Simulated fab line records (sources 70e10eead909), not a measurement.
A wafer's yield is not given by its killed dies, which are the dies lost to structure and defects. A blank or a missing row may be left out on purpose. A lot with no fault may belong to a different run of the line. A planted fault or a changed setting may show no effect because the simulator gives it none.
Matching of chambers | flow nand-harc | NHARC_P_GATE_ALD_36 on ald-sin-04: 3 sister chambers
The step deposits SiNx, target thk 20 nm, pulse time 60 s, ald cycles 223. 6 wafers are shown with their chamber, then 4 later ones without.

## EACH WAFER AND ITS CHAMBER
wafer  | chamber | heater-power-w (W) | precursor-pulse-height-rel
L854.5 | 0       | 826                | 1.038
L860.3 | 3       | 830                | 0.998
L860.1 | 0       | 837                | 1.002
L860.6 | 2       | 766                | 1.024
L863.2 | 3       | 848                | 1.014
L863.6 | 2       | 732                | 0.997

## WAFERS WITH NO CHAMBER GIVEN
wafer  | heater-power-w (W) | precursor-pulse-height-rel
L863.5 | 867                | 1.015
L866.4 | 862                | 1.000
L866.6 | 729                | 0.994
L869.4 | 881                | 1.009

## WHICH CHAMBER EACH WENT THROUGH
wafer  | from the rows above     | in truth
L863.5 | can't be placed: 3 or 0 | 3
L866.4 | can't be placed: 3 or 0 | 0
L866.6 | 2                       | 2
L869.4 | can't be placed: 3 or 0 | 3
Correctly placed: 1 of 4. Can't be placed from these rows: 3 (the true chamber is among the candidates in 3). Wrongly placed: 0.
How it was worked out, from the rows above alone: a wafer's distance from a chamber is the root of the sum, over the readings, of the square of ((its reading less the chamber's mean) divided by the reading's scatter). The wafer belongs to the nearest chamber; if the next one is less than 2 further off, it can't be placed. For every chamber, the mean is computed from those of its wafers that are shown. The scatter is the square root of a quotient: the sum, over the shown wafers, of each reading's squared deviation from its chamber's mean, divided by wafers minus chambers.
